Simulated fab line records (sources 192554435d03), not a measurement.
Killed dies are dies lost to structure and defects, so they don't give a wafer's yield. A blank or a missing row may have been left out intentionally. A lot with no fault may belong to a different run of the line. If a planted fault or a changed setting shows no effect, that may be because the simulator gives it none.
fab line records	flow n5-finfet
[record] lots = 9	wafers = 27	last-day = 18
route steps=1938 shown BEOL_M4@1111 BEOL_M9@1424 PASSIVATION@1936
lots that met no fault: from a run of the same line without faults
start-h: hours from the record's opening day to when the first of the lot's shown wafers began	wait-h: how many hours have passed since the lot's step before this one	" identical to the entry in the row above	L1.1+2: one row covering several wafers at once	- no value, or no start was given	* or withheld: withheld	< > ~ a bound
route shown NAME@n: NAME is a module with steps in the file, n the number in the route of the first one	usual: average and standard deviation across the fault-free wafers	same: alike in all rows	chamber/n: place in a boat	sites: per-site readings	_std_site: standard deviation of those values	_edge_site: outer sites' mean less inner sites'	radius-mm: for every site, how far away it sits from the centre of the wafer	mask NAME#n: copy n	behind: the most recent tool/chamber to have shaped the wafer	hold: the reason the lot was held/the length of the hold in hours/how it ended	device: which transistor (n, p or np) failed to switch	end of line: the tests these same wafers got at the end of their route	step lacking rows: just its recipe	killed: at the first sort, the dies lost to defects and structure; wafer yield is something else	map: a wafer's dies, marking killed ones x, the rest . and places with no die _
set.NAME: the run value of the setting; set.NAME@STEP: its run value at that earlier step	model.NAME: the simulator's own value behind a step, which no gauge read
route steps across a sampled set of lots; one table per step, one row per wafer
services: from which hour (start-h, from the record's first day; less than 0 if before it) a tool's chamber was out of use, for how many hours, and why
[[steps]]
[step N5_BEOL_M4_RC_MEAS_101]
[usual] DIBL_N = 36.4/1.6	DIBL_P = 36.2/1.8	IOFF_N = 0.159/0.029	IOFF_P = 0.21/0.034	ION_N = 670/12	ION_P = 459/8.2	SS_N = 71.5/0.59	SS_P = 73.2/0.54	VT_N = 250/3.3	VT_P = -250/3.7
lot.wafer	tool	chamber	start-h	wait-h	DIBL_N[mV/V]	DIBL_P[mV/V]	IOFF_N[nA/um]	IOFF_P[nA/um]	ION_N[uA/um]	ION_P[uA/um]	SS_N[mV/dec]	SS_P[mV/dec]	VT_N[mV]	VT_P[mV]
L460.1	prober-01	0	243.95	0.0	35.2	33.9	0.121	0.16	656	441	71.2	73.0	254	-259
L460.4	"	0	"	"	35.8	34.4	0.130	0.16	657	441	71.6	72.5	257	-258
L460.5	"	0	"	"	37.1	36.6	0.148	0.19	664	452	71.6	73.4	252	-256
L467.1	prober-02	0	258.39	0.0	35.5	35.8	0.130	0.20	656	452	71.0	73.0	253	-251
L467.5	"	0	"	"	35.2	35.1	0.126	0.18	668	461	70.8	72.8	254	-252
L467.6	"	0	"	"	36.1	32.9	0.127	0.15	643	445	72.0	72.8	256	-255
L464.2	prober-01	0	260.05	0.2	36.5	36.5	0.153	0.20	663	457	71.3	73.3	250	-253
L464.3	"	0	"	"	34.5	33.8	0.119	0.16	657	449	70.7	72.7	256	-254
L464.4	"	0	"	"	36.1	36.9	0.135	0.20	658	459	70.6	73.9	253	-252
L465.1	prober-01	0	272.43	0.0	36.2	35.0	0.141	0.21	664	462	71.5	73.0	252	-249
L465.5	"	0	"	"	36.7	34.4	0.149	0.19	656	459	71.7	72.9	253	-251
L465.6	"	0	"	"	35.9	33.1	0.131	0.19	669	460	70.6	72.8	250	-251
L472.1	prober-02	0	293.77	0.0	39.8	38.1	0.211	0.25	673	456	72.7	74.5	243	-251
L472.2	"	0	"	"	34.7	34.4	0.128	0.20	667	459	70.1	72.9	251	-249
L472.4	"	0	"	"	37.9	36.6	0.181	0.24	677	458	72.7	73.4	246	-248
L473.1	prober-02	0	304.09	0.0	39.1	37.3	0.199	0.22	683	460	71.9	73.5	247	-250
L473.5	"	0	"	"	38.5	36.3	0.188	0.21	695	470	71.4	73.1	245	-250
L473.6	"	0	"	"	39.0	38.0	0.196	0.25	679	462	71.4	73.4	245	-246
L474.3	prober-02	0	311.25	0.3	35.5	34.9	0.113	0.14	649	443	71.2	72.3	257	-262
L474.5	"	0	"	"	38.6	39.7	0.190	0.20	673	453	72.2	73.7	250	-253
L474.6	"	0	"	"	36.9	37.1	0.152	0.16	675	455	71.9	72.9	251	-258
L475.1	prober-01	0	331.48	0.0	36.1	37.1	0.157	0.22	657	458	71.7	73.4	253	-250
L475.2	"	0	"	"	37.3	39.1	0.196	0.26	689	472	71.7	73.6	247	-248
L475.4	"	0	"	"	33.1	34.9	0.117	0.19	652	460	70.8	72.5	253	-250
L476.2	prober-02	0	335.34	0.2	37.0	37.7	0.179	0.27	671	468	72.1	73.9	248	-245
L476.3	"	0	"	"	32.8	33.8	0.114	0.20	657	466	70.8	72.3	255	-246
L476.5	"	0	"	"	32.9	34.5	0.119	0.23	660	464	70.8	73.0	249	-247
[step N5_BEOL_M9_CD_MEAS_18]
[recipe] pitch-nm = 140	target-cd-nm = 70
[usual] cd-nm = 69.9/0.74
lot.wafer	tool	chamber	start-h	wait-h	cd-nm
L460.1	cd-sem-02	-	285.31	0.0	70.2
L460.4	"	-	"	"	71.0
L460.5	"	-	"	"	69.1
L467.1	cd-sem-03	-	299.43	0.0	70.9
L467.5	"	-	"	"	70.6
L467.6	"	-	"	"	70.8
L464.2	cd-sem-02	-	304.74	0.1	69.7
L464.3	"	-	"	"	70.2
L464.4	"	-	"	"	70.1
L465.1	cd-sem-03	-	312.62	0.1	69.6
L465.5	"	-	"	"	70.8
L465.6	"	-	"	"	69.4
L472.1	cd-sem-02	-	341.43	0.0	69.8
L472.2	"	-	"	"	70.0
L472.4	"	-	"	"	70.5
L473.1	cd-sem-03	-	345.67	0.1	70.9
L473.5	"	-	"	"	69.8
L473.6	"	-	"	"	70.0
L474.3	cd-sem-01	-	355.67	0.1	69.6
L474.5	"	-	"	"	68.3
L474.6	"	-	"	"	69.4
L475.1	cd-sem-02	-	372.33	0.0	69.4
L475.2	"	-	"	"	69.4
L475.4	"	-	"	"	68.5
L476.2	cd-sem-02	-	378.22	0.1	70.6
L476.3	"	-	"	"	70.7
L476.5	"	-	"	"	70.8
[step N5_BEOL_M9_ETCH_76]
[recipe] chemistry = N2/H2	target = underlayer	target-depth-a = 65	mask-material = CAR-EUV	time-s = 5.2	ion-energy-ev = 200	pressure-mtorr = 30	source-w = 840	bias-w = 150	n2-flow-sccm = 200	h2-flow-sccm = 200	ends = cleared
[usual] bias-w = 150.0/0.44	chamber-pressure-mTorr = 30.00/0.039	drypump-motor-current-A = 5.7/0.43	etch-rf-on-time-s = 5.18/0.12	oes-product-au = 0.69/0.071	rf-vpp-V = 525/3.3	showerhead-plenum-p-Torr = 2.57/0.11	throttle-valve-pct = 18.01/0.21
lot.wafer	tool	chamber	start-h	wait-h	bias-w	chamber-pressure-mTorr	drypump-motor-current-A	etch-rf-on-time-s	oes-product-au	rf-hours-counter-h	rf-vpp-V	showerhead-plenum-p-Torr	throttle-valve-pct
L460.1	rie-diel-04	1	287.33	0.0	149.8	30.00	5.2	5.14	0.87	1	523	2.49	17.52
L460.4	"	0	"	"	149.3	29.99	4.8	5.08	0.74	41	529	2.71	17.70
L460.5	"	3	"	"	148.7	29.96	6.2	5.14	0.64	-	520	2.46	18.34
L467.1	rie-diel-02	0	299.99	0.0	149.6	29.94	5.7	5.22	0.60	229	523	2.52	18.19
L467.5	"	0	"	"	149.9	29.97	5.7	5.22	0.59	-	526	2.52	18.16
L467.6	"	1	"	"	150.4	30.00	5.1	5.04	0.74	-	521	2.48	17.99
L464.2	rie-diel-05	1	305.61	0.0	149.6	29.92	6.3	5.41	0.57	226	522	2.53	18.33
L464.3	"	0	"	"	149.6	29.99	5.4	5.13	0.82	3	529	2.74	17.91
L464.4	"	2	"	"	149.1	29.98	5.5	5.24	0.64	126	519	2.45	17.96
L465.1	rie-diel-02	3	316.62	0.0	149.9	29.99	5.7	5.04	0.74	64	525	2.49	18.12
L465.5	"	3	"	"	149.7	30.03	5.8	5.01	0.74	-	523	2.49	18.10
L465.6	"	2	"	"	149.6	29.97	5.9	5.20	0.69	-	526	2.69	17.94
L472.1	rie-diel-02	1	343.82	0.0	149.5	29.99	5.1	4.94	0.74	62	521	2.47	17.99
L472.2	"	0	"	"	149.8	29.98	5.7	5.17	0.57	243	523	2.51	18.19
L472.4	"	3	"	"	149.6	30.04	5.7	5.06	0.73	73	521	2.49	18.12
L473.1	rie-diel-05	0	348.74	0.0	150.0	29.96	5.4	5.13	0.79	16	530	2.73	17.91
L473.5	"	2	"	"	149.7	30.03	5.5	5.28	0.65	-	519	2.44	18.00
L473.6	"	3	"	"	150.0	29.97	5.9	5.21	0.69	-	529	2.68	17.81
L474.3	rie-diel-05	3	357.36	0.0	149.5	30.01	5.9	5.22	0.67	97	527	2.68	17.81
L474.5	"	3	"	"	149.3	30.06	6.0	5.18	0.68	-	528	2.68	17.81
L474.6	"	2	"	"	149.6	30.00	5.5	5.20	0.64	-	520	2.44	18.04
L475.1	rie-diel-02	2	372.83	0.0	150.1	30.06	5.9	5.23	0.68	86	529	2.68	17.93
L475.2	"	1	"	"	150.2	29.97	5.1	4.94	0.72	73	521	2.47	18.02
L475.4	"	2	"	"	150.0	29.96	5.9	5.23	0.68	-	529	2.68	17.96
L476.2	rie-diel-05	1	380.14	0.0	149.5	30.03	6.3	5.44	0.57	248	521	2.52	18.39
L476.3	"	3	"	"	149.5	29.98	5.9	5.16	0.68	101	527	2.68	17.83
L476.5	"	0	"	"	149.6	29.97	5.4	5.14	0.77	-	528	2.73	17.92
[step N5_BEOL_M9_VIA_ETCH_34]
[recipe] chemistry = C4F6/O2	target = SiCOH_lowk	target-depth-a = 1824	mask-material = SOC	taper-deg = 4	time-s = 68.4	ion-energy-ev = 250	pressure-mtorr = 30	source-w = 345	bias-w = 185	Ar_flow_sccm = 300	C4F6_flow_sccm = 10	O2_flow_sccm = 10
[usual] C4F6_flow_sccm = 9.996/0.029	O2_flow_sccm = 9.999/0.03	drypump-motor-current-A = 5.7/0.43	oes-product-au = 0.81/0.082	rf-vpp-V = 671/11	showerhead-plenum-p-Torr = 2.87/0.11	throttle-valve-pct = 20.98/0.21
lot.wafer	tool	chamber	start-h	wait-h	C4F6_flow_sccm	O2_flow_sccm	drypump-motor-current-A	oes-product-au	rf-hours-counter-h	rf-vpp-V	showerhead-plenum-p-Torr	throttle-valve-pct
L460.1	rie-diel-04	1	287.48	0.0	10.003	10.000	5.2	1.00	1	661	2.81	20.78
L460.4	"	0	"	"	10.019	9.993	4.8	0.86	41	673	3.01	20.76
L460.5	"	3	"	"	9.992	10.030	6.2	0.75	-	658	2.75	21.30
L467.1	rie-diel-02	0	300.14	0.0	-	-	-	-	-	-	-	-
L467.5	"	0	"	"	-	-	-	-	-	-	-	-
L467.6	"	1	"	"	-	-	-	-	-	-	-	-
L464.2	rie-diel-05	1	305.75	0.0	-	-	-	-	-	-	-	-
L464.3	"	0	"	"	-	-	-	-	-	-	-	-
L464.4	"	2	"	"	-	-	-	-	-	-	-	-
L465.1	rie-diel-02	3	316.76	0.0	-	-	-	-	-	-	-	-
L465.5	"	3	"	"	-	-	-	-	-	-	-	-
L465.6	"	2	"	"	-	-	-	-	-	-	-	-
L472.1	rie-diel-02	1	343.97	0.0	10.006	9.975	5.1	0.86	62	673	2.79	21.15
L472.2	"	0	"	"	10.024	9.984	5.8	0.67	243	674	2.81	21.22
L472.4	"	3	"	"	9.953	9.983	5.7	0.84	73	667	2.77	20.97
L473.1	rie-diel-05	0	348.88	0.0	9.989	10.040	5.4	0.92	16	698	3.00	20.69
L473.5	"	2	"	"	9.991	9.996	5.5	0.76	-	654	2.74	21.08
L473.6	"	3	"	"	10.016	10.023	5.9	0.81	-	668	2.99	20.79
L474.3	rie-diel-05	3	357.50	0.0	10.005	10.042	5.9	0.80	97	667	2.98	20.81
L474.5	"	3	"	"	9.983	10.051	5.9	0.80	-	666	2.98	20.81
L474.6	"	2	"	"	10.010	9.988	5.5	0.77	-	655	2.74	21.08
L475.1	rie-diel-02	2	372.98	0.0	9.963	10.019	5.9	0.81	87	678	2.96	20.75
L475.2	"	1	"	"	10.015	10.012	5.1	0.85	74	672	2.79	21.16
L475.4	"	2	"	"	9.997	9.970	5.9	0.81	-	679	2.96	20.76
L476.2	rie-diel-05	1	380.28	0.0	10.008	10.008	6.3	0.66	248	666	2.79	21.19
L476.3	"	3	"	"	10.062	9.987	5.9	0.80	102	666	2.98	20.81
L476.5	"	0	"	"	9.991	9.963	5.4	0.90	-	697	3.00	20.70
[step N5_BEOL_M9_CD_MEAS_35]
[recipe] target-cd-nm = 70	target-cd-y-nm = 40	polarity = opening
[usual] cd-nm = 69.9/0.74
lot.wafer	tool	chamber	start-h	wait-h	cd-nm
L460.1	cd-sem-02	-	287.91	0.0	69.8
L460.4	"	-	"	"	71.0
L460.5	"	-	"	"	69.2
L467.1	cd-sem-01	-	300.57	0.0	70.9
L467.5	"	-	"	"	70.8
L467.6	"	-	"	"	70.6
L464.2	cd-sem-02	-	306.18	0.0	69.4
L464.3	"	-	"	"	69.9
L464.4	"	-	"	"	70.0
L465.1	cd-sem-02	-	317.19	0.0	69.9
L465.5	"	-	"	"	71.2
L465.6	"	-	"	"	69.6
L472.1	cd-sem-02	-	344.39	0.0	69.6
L472.2	"	-	"	"	70.0
L472.4	"	-	"	"	70.3
L473.1	cd-sem-02	-	349.31	0.0	70.8
L473.5	"	-	"	"	69.4
L473.6	"	-	"	"	69.5
L474.3	cd-sem-01	-	357.94	0.0	69.6
L474.5	"	-	"	"	68.5
L474.6	"	-	"	"	69.6
L475.1	cd-sem-01	-	373.41	0.0	69.4
L475.2	"	-	"	"	69.4
L475.4	"	-	"	"	69.1
L476.2	cd-sem-01	-	380.71	0.0	71.3
L476.3	"	-	"	"	70.5
L476.5	"	-	"	"	70.8
[step N5_PASSIVATION_PROBE_49]
[usual] defect-limited-yield = 91.1/1.5	killed_at_M0_to_M3 = 33/9.9	killed_at_M4_up = 14/5.2	killed-at-contacts = 12/6.7	killed-at-front-end = 43/13	killed-at-other = 3.4/2.7	killed-dies = 105/17	killed-on-rim = 14/4.2	killed-open = 69/13	killed-short = 33/7.5	sort_bin_5_function = 5.2/0.91	sort_bin_6_memory = 3.3/0.71	sort-n-pass = 1075/17	sort-yield-pct = 91.1/1.5
[same] gross-dies = 1180	killed-at-back-side = 0	sort_bin_4_leakage[%] = 0	sort_bin_8_speed[%] = 0
lot.wafer	tool	chamber	start-h	wait-h	defect-limited-yield[%]	killed_at_M0_to_M3	killed_at_M4_up	killed-at-contacts	killed-at-front-end	killed-at-other	killed-dies	killed-on-rim	killed-open	killed-short	sort_bin_5_function[%]	sort_bin_6_memory[%]	sort-n-pass	sort-yield-pct[%]
L460.1	prober-01	-	342.58	0.0	89.2	53	19	14	39	2	127	19	80	44	5.8	4.6	1053	89.2
L460.5	prober-01	-	342.78	0.2	91.1	33	18	5	48	1	105	21	64	32	4.7	3.1	1075	91.1
L467.1	prober-02	-	360.23	0.0	0	47	1084	16	30	3	1180	152	64	39	96.9	3.0	0	0
L467.5	prober-02	-	360.43	0.2	0	32	1105	10	27	6	1180	152	58	33	97.4	2.4	0	0
L467.6	prober-02	-	360.48	0.3	0	29	1101	21	28	1	1180	152	57	32	97.5	2.5	0	0
L464.2	prober-01	-	365.10	0.1	0	38	1097	8	33	4	1180	152	79	32	95.7	4.0	0	0
L464.3	prober-01	-	365.15	0.2	0	34	1101	3	41	1	1180	152	69	28	96.6	3.2	0	0
L464.4	prober-01	-	365.20	0.2	0	30	1113	4	30	3	1180	152	51	24	98.1	1.9	0	0
L465.1	prober-02	-	370.08	0.0	0	24	1076	22	56	2	1180	152	76	42	95.7	4.2	0	0
L465.5	prober-02	-	370.28	0.2	0	26	1091	17	43	3	1180	152	71	26	96.4	3.6	0	0
L465.6	prober-02	-	370.33	0.3	0	33	1072	23	49	3	1180	152	85	37	95.4	4.0	0	0
// killed by level:class
L460.1 BEOL_M1:geometric-particle:open=12 MOL_CONTACT_COAG:geometric-particle:open=12 BEOL_M0_SAQP:geometric-particle:short=12 BEOL_M2:geometric-particle:open=11 FIN_SAQP:geometric-particle:short=8 FIN_SAQP:geometric-particle:open=7 BEOL_M3:geometric-particle:open=7 STI_FIN_REVEAL:geometric-particle:open=6
L460.5 HKMG_FIN:area-etch=9 STI_FIN_REVEAL:geometric-particle:open=8 FIN_SAQP:geometric-particle:open=7 BEOL_M0_SAQP:geometric-particle:short=6 DUMMY_GATE:geometric-particle:open=5 BEOL_M4:geometric-particle:short=5 BEOL_M0_SAQP:geometric-particle:open=5 BEOL_M1:geometric-particle:open=5
L467.1 BEOL_M9:area-etch=1075 BEOL_M0_SAQP:geometric-particle:short=13 BEOL_M2:geometric-particle:open=12 MOL_CONTACT_COAG:geometric-particle:open=11 BEOL_M0_SAQP:geometric-particle:open=8 BEOL_M1:geometric-particle:open=8 FIN_SAQP:geometric-particle:open=7 FIN_SAQP:geometric-particle:short=6
L467.5 BEOL_M9:area-etch=1088 BEOL_M2:geometric-particle:open=11 FIN_SAQP:geometric-particle:short=8 BEOL_M1:geometric-particle:open=8 BEOL_M4:geometric-particle:open=8 FIN_SAQP:geometric-particle:open=7 MOL_CONTACT_COAG:geometric-particle:open=6 MIM_TOP_ETCH:geometric-particle:short=5
L467.6 BEOL_M9:area-etch=1091 MOL_CONTACT_COAG:geometric-particle:open=19 FIN_SAQP:geometric-particle:short=8 BEOL_M0_SAQP:geometric-particle:short=6 FIN_SAQP:geometric-particle:open=5 BEOL_M1:geometric-particle:open=5 STI_FIN_REVEAL:geometric-particle:open=4 BEOL_M0_SAQP:geometric-particle:open=4
L464.2 BEOL_M9:area-etch=1068 BEOL_M4:geometric-particle:open=17 BEOL_M2:geometric-particle:open=9 GATE_CUT:geometric-particle:open=8 BEOL_M0_SAQP:geometric-particle:open=8 STI_FIN_REVEAL:geometric-particle:open=7 BEOL_M0_SAQP:geometric-particle:short=7 MOL_CONTACT_COAG:geometric-particle:open=5
L464.3 BEOL_M9:area-etch=1082 BEOL_M4:geometric-particle:open=13 FIN_SAQP:geometric-particle:open=12 BEOL_M0_SAQP:geometric-particle:short=12 STI_FIN_REVEAL:geometric-particle:open=9 DUMMY_GATE:geometric-particle:open=7 BEOL_M0_SAQP:geometric-particle:open=7 BEOL_M2:geometric-particle:open=6
L464.4 BEOL_M9:area-etch=1105 BEOL_M2:geometric-particle:open=13 FIN_SAQP:geometric-particle:open=7 BEOL_M3:geometric-particle:open=7 FIN_SAQP:geometric-particle:short=5 GATE_CUT:geometric-particle:open=4 MOL_CONTACT_COAG:geometric-particle:open=4 STARTING-WAFER:geometric-particle:short=4
L465.1 BEOL_M9:area-etch=1062 MOL_CONTACT_COAG:geometric-particle:open=22 STI_FIN_REVEAL:geometric-particle:open=18 FIN_SAQP:geometric-particle:short=13 FIN_SAQP:geometric-particle:open=12 BEOL_M0_SAQP:geometric-particle:short=11 BEOL_M4:geometric-particle:open=7 BEOL_M2:geometric-particle:short=5
L465.5 BEOL_M9:area-etch=1083 STI_FIN_REVEAL:geometric-particle:open=29 MOL_CONTACT_COAG:geometric-particle:open=13 BEOL_M2:geometric-particle:open=7 BEOL_M0_SAQP:geometric-particle:open=6 BEOL_M0_SAQP:geometric-particle:short=5 BEOL_M3:geometric-particle:open=5 MOL_CONTACT_COAG:geometric-particle:short=4
L465.6 BEOL_M9:area-etch=1058 FIN_SAQP:geometric-particle:open=18 MOL_CONTACT_COAG:geometric-particle:open=16 STI_FIN_REVEAL:geometric-particle:open=13 BEOL_M2:geometric-particle:open=11 MOL_CONTACT_COAG:geometric-particle:short=7 BEOL_M0_SAQP:geometric-particle:short=5 BEOL_M3:geometric-particle:short=5
[[services]]
tool	chamber	start-h	hours	kind
rie-diel-05	0	273.24	-	clean
rie-diel-05	0	273.24	-	consumable-replace:focus-ring
rie-diel-05	0	273.24	-	consumable-replace:showerhead
rie-diel-04	3	352.37	5.9	repair
rie-diel-05	3	368.86	6.4	repair
rie-diel-02	0	371.14	-	clean
rie-diel-02	0	371.14	-	consumable-replace:focus-ring
rie-diel-02	0	371.14	15.0	scheduled-down
rie-diel-02	0	371.14	15.0	vent-cycle
rie-diel-05	-	372.88	0.2	repair
[[key]]
[first-sign] step = N5_BEOL_M9_VIA_ETCH_34	reading = tool-record	direction = missing
[effect] step = N5_PASSIVATION_PROBE_49	reading = killed_at_M4_up	direction = up	sigmas = 99+	usual = 14	struck = 1093
[more-kills-born-at] N5_BEOL_M9_VIA_ETCH_34@rie-diel-02 = 6457	N5_BEOL_M9_VIA_ETCH_34@rie-diel-05 = 3255
met-at N5_BEOL_M9_VIA_ETCH_34
struck-lots L464,L465,L467
later-rows-left-out L464.2,L464.3,L464.4,L465.1,L465.5,L465.6,L467.1,L467.5,L467.6
not-acting-at N5_BEOL_M9_CD_MEAS_18,N5_BEOL_M9_ETCH_76,N5_BEOL_M9_CD_MEAS_35
[fault] kind = skipped-step-whole	tool = rie-diel-02,rie-diel-05	chamber = -	onset-h = 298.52	steps = N5_BEOL_M9_VIA_ETCH_34	scope = struck-lots-only
// later-rows-left-out: the simulator's readings of these wafers behind a module that went badly wrong aren't trusted and aren't shown, but for the sort
